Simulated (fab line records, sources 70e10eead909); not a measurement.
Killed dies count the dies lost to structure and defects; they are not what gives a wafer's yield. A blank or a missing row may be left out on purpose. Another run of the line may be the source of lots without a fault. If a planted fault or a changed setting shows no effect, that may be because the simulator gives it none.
Matching of chambers	flow nand-harc	NHARC_P_BONDPAD_DESCUM_11 on rie-diel-10: 4 sister chambers
The step chemistry O2, time 3 s. 7 wafers are shown with their chamber, then 7 later ones without.

## WAFERS, EACH WITH ITS CHAMBER
wafer	chamber	showerhead-plenum-p-Torr (Torr)	oes-product-au (a.u.)
L080.4	2	1.90	1.001
L080.5	3	1.81	1.010
L084.3	0	2.03	1.010
L084.4	1	2.01	1.009
L084.5	3	1.81	1.011
L091.1	2	1.89	0.999
L091.3	1	2.01	1.018

## WAFERS WITH NO CHAMBER GIVEN
wafer	showerhead-plenum-p-Torr (Torr)	oes-product-au (a.u.)
L091.5	2.02	0.996
L092.1	1.81	0.998
L092.4	2.02	0.996
L092.5	1.81	1.012
L096.2	1.89	0.997
L096.4	2.02	0.998
L096.5	2.01	1.021

## WHICH CHAMBER EACH ONE RAN IN
wafer	from the rows above	in truth
L091.5	can't be placed: 0 or 1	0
L092.1	3	3
L092.4	can't be placed: 0 or 1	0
L092.5	3	3
L096.2	2	2
L096.4	can't be placed: 0 or 1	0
L096.5	1	1
Correctly placed: 4 of 7. Cannot be placed on the basis of these rows: 3; the candidates contain the true chamber in 3. Wrongly placed: 0.
How it was worked out, from the rows above alone: a wafer's distance from a chamber is the root of the sum, over the readings, of the square of ((its reading less the chamber's mean) divided by the reading's scatter). The wafer belongs to the nearest chamber; if the next one is less than 2 further off, it can't be placed. Each chamber's mean is taken over the wafers shown for it. The scatter is the square root of a quotient: the sum, over the shown wafers, of each reading's squared deviation from its chamber's mean, divided by wafers minus chambers.
